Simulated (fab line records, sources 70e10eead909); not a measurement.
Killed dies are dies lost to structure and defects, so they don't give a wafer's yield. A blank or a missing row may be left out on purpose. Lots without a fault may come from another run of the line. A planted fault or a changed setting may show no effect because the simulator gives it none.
Which tool did it? | flow nand_harc | 7 lots, 21 wafers sampled, at 3 steps of a route of 1302

WHAT THE GAUGES READ, wafer by wafer
NHARC_P_GATE_CD_MEAS_26: target cd 120 nm.
lot  | measured     | on        | cd_nm (nm)
L513 | day 4 20:51  | cd_sem-01 | 119.9 119.9 119.8
L517 | day 6 12:52  | cd_sem-02 | 119.1 119.1 119.7
L520 | day 8 00:20  | cd_sem-01 | 119.2 120.0 119.5
L525 | day 10 00:27 | cd_sem-02 | 131.4 131.2 131.4 131.3 131.5 131.4
L527 | day 10 16:35 | cd_sem-02 | 132.2 132.5 132.0 132.4 132.5 132.2
L531 | day 12 12:14 | cd_sem-01 | 120.1 120.3 120.3
L533 | day 13 04:50 | cd_sem-02 | 119.2 119.2 119.5

WHICH TOOL RAN EACH LOT (tool, then ch and the chambers of the sampled wafers, then the start)
lot  | NHARC_P_STI_ETCH_42                | NHARC_P_GATE_PEB_24
L513 | rie_diel-09 ch 1,2, day 2 15:16    | litho_track-06 ch 0, day 4 20:46
L517 | rie_diel-09 ch 0,1, day 4 07:22    | litho_track-04 ch 0, day 6 12:47
L520 | rie_diel-08 ch 0,1,3, day 5 19:05  | litho_track-01 ch 0, day 8 00:15
L525 | rie_diel-08 ch 0,1,3, day 7 15:07  | litho_track-01 ch 0, day 10 00:22
L527 | rie_diel-13 ch 0,1,3, day 8 12:22  | litho_track-01 ch 0, day 10 16:31
L531 | rie_diel-09 ch 0,2, day 10 06:16   | litho_track-06 ch 0, day 12 12:09
L533 | rie_diel-09 ch 0,2,3, day 11 00:39 | litho_track-04 ch 0, day 13 04:45
- NHARC_P_STI_ETCH_42: etches the open film in N2/H2, target depth 80 nm, overetch 24 nm, time 61 s.
- NHARC_P_GATE_PEB_24: peb time 65 s.

THE ANSWER, worked out from the rows above alone
Rule: what is usual is taken from the lots themselves. Put in order of their means at a reading, lots are off if they are a third of the lots or fewer, leave a main group of 4 or more, and stand apart from it by a gap of 3 or more times the standard deviation of the main group's means; of several such gaps the widest counts. A main group whose means are all the same, to the digits that the tables above print for the reading, isn't used. A lot without any number at a reading at which 4 lots or more have one is off too. The other lots that the step has rows for count as sound.
Off: L525, L527, at NHARC_P_GATE_CD_MEAS_26 (cd_nm). The main group: mean 119.7 nm, standard deviation 0.36.
A tool fits if, at a process step before that reading, it ran every lot that is off, and no sound lot after the first of them. The gauges at NHARC_P_GATE_CD_MEAS_26 are tried like those tools. One fits: litho_track-01 at NHARC_P_GATE_PEB_24. Its last sound lot is L520 (day 8 00:15), its first lot that is off L525 (day 10 00:22): a fault that began between those two fits.

WHAT THE SIMULATOR HAD PUT IN
Process parameter drift: litho_track-01, from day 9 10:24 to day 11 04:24, at NHARC_P_GATE_PEB_24. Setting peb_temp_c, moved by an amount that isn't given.
Lots struck among those shown: L525, L527. The rule above found the same.
